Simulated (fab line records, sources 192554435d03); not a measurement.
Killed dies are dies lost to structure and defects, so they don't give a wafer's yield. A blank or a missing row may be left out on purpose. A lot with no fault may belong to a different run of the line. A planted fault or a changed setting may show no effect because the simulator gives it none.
A struck lot beside a sound one + flow n5Finfet + 35 out of 1938 route steps
Sound: these wafers, L198.1, L198.4, L198.5. Struck: wafer L209.1. (L209.2, L209.4 of the same lot were not struck and are left out.) The cause comes at the end.
Each step with rows lists, per side, the tool, then ch with its chambers, then its first start. Under that, the readings that differ: sound wafers + struck wafers + difference of the means + sigmas: that difference in standard deviations of wafers without a fault.
alike: same words and numbers on both sides, and readings whose means sit less than 2 such deviations apart. not compared: any withheld reading, any reading some wafer has no value for, any bound like >300 that may hide the same value, and any number with overlapping values for which the record gives no deviation.
A row with sigmas, a row that says differs or no value, or rows on one side alone: a step with any of these is where the two part. When numbers do not overlap yet have no deviation, they are printed without sigmas and do not part them. Lack of a reading on every wafer of one side parts them only where that side has two or more wafers.

first, 9 steps without rows for these wafers: N5_HKMG_FIN_EXPOSE_46 (exposes mask NDIPOLE); N5_HKMG_FIN_PEB_47 (peb time 60 s); N5_HKMG_FIN_DEVELOP_48 (develop time 30 s); N5_HKMG_FIN_DESCUM_53 (chemistry O2, time 7.9 s); N5_HKMG_FIN_ETCH_54 (etches SiARC in CF4, target depth 45.5 nm, time 75.8 s); N5_HKMG_FIN_ETCH_55 (etches SOC in N2/H2, target depth 240 nm, time 300 s); N5_HKMG_FIN_STRIP_56 (strips in N2/H2); N5_HKMG_FIN_STRIP_57 (strips in CF4); N5_HKMG_FIN_ETCH_58 (etches SOC in N2/H2, target depth 215.8 nm, time 741 s).
N5_HKMG_FIN_STRIP_93: strips SOC in N2/H2, time 20 s.
  sound on rieDiel-02 ch 1,2,3, day 4 02:42; struck on rieDiel-02 ch 3, day 6 22:19
  alike: drypumpMotorCurrentA, oesProductAu, rfVppV, showerheadPlenumPTorr, throttleValvePct
  not compared: rfHoursCounterH
then, 21 steps without rows for these wafers: N5_HKMG_FIN_WET_ETCH_76 (etches Al2O3 in dNH4OH, stops on La2O3, target depth 2.25 nm, rinse time 30 s); N5_HKMG_FIN_STRIP_60 (strips in N2/H2, time 360 s); N5_HKMG_FIN_WET_ETCH_77 (etches La2O3 in dHCl, stops on HfO2, target depth 2 nm); N5_HKMG_FIN_WET_ETCH_78 (etches Al2O3 in dNH4OH, stops on La2O3, target depth 4.5 nm, rinse time 30 s); N5_HKMG_FIN_ALD_79 (deposits TiN, target thk 1.5 nm, pulse time 1 s, purge time 3 s); N5_HKMG_FIN_CVD_62 (deposits a-Si from Si2H6, target thk 3 nm, time 20.8 s); N5_HKMG_FIN_RTA_80 (time 2 s); N5_HKMG_FIN_PRECLEAN_64 (cleans in dHF, time 30 s); N5_HKMG_FIN_WET_ETCH_65 (etches a-Si in TMAH, stops on TiN, time 49 s, target depth 3 nm); N5_HKMG_FIN_WET_ETCH_81 (etches TiN in SC1, stops on HfO2, time 57 s, target depth 6 nm); N5_HKMG_FIN_WET_ETCH_82 (etches La2O3 in dHCl, stops on HfO2, target depth 2 nm, rinse time 30 s); N5_HKMG_FIN_ALD_36 (deposits TiN, target thk 1 nm, pulse time 1 s, purge time 3 s); N5_HKMG_FIN_PWFM_ALD_03 (deposits TiN, target thk 2 nm, pulse time 1 s, purge time 3 s); N5_HKMG_FIN_COAT_29 (time 60 s, resist thk 300 nm); N5_HKMG_FIN_COAT_30 (time 60 s, resist thk 35 nm); N5_HKMG_FIN_COAT_06 (resist thk 90 nm); N5_HKMG_FIN_EBR_08; N5_HKMG_FIN_SOFTBAKE_07 (time 60 s); N5_HKMG_FIN_EXPOSE_09 (exposes mask NWFM); N5_HKMG_FIN_PEB_10 (peb time 60 s); N5_HKMG_FIN_DEVELOP_11 (develop time 30 s).
N5_HKMG_FIN_INSPECT_14: inspects for defects (macro).
  sound on defectInspect-01 at day 4 05:16; struck on defectInspect-02 at day 7 01:12
| reading        | sound | struck | difference | sigmas |
|----------------|-------|--------|------------|--------|
| rawDefectCount | 1 3 1 | >300   | differs    |        |
then, 1 step without rows for these wafers: N5_HKMG_FIN_DESCUM_17 (chemistry O2, time 7.9 s).
-- record jumps: 4 days separate the struck wafers' starts on either side; left off in module HKMG_FIN, taken up again in module BEOL_M4, whose first shown step is the route's number 1111 --
N5_BEOL_M4_RC_MEAS_101:
  sound on prober-02 ch 0, day 7 17:49; struck on prober-01 ch 0, day 10 13:52
  alike: DIBL_N, DIBL_P, IOFF_N, IOFF_P, ION_N, ION_P, SS_N, SS_P, VT_N, VT_P
-- here the record skips 4 days between the struck wafers' starts before and after, leaving off in module BEOL_M4 and picking up in module PASSIVATION (first step shown: number 1936 of the route) --
N5_PASSIVATION_PROBE_49:
  record: rows for the struck wafers here (prober-01, day 14 20:50), none for the sound ones

## WHERE THEY PART
At N5_HKMG_FIN_INSPECT_14 first; at N5_PASSIVATION_PROBE_49 last (within this record only).

WHY: whatever the simulator had introduced
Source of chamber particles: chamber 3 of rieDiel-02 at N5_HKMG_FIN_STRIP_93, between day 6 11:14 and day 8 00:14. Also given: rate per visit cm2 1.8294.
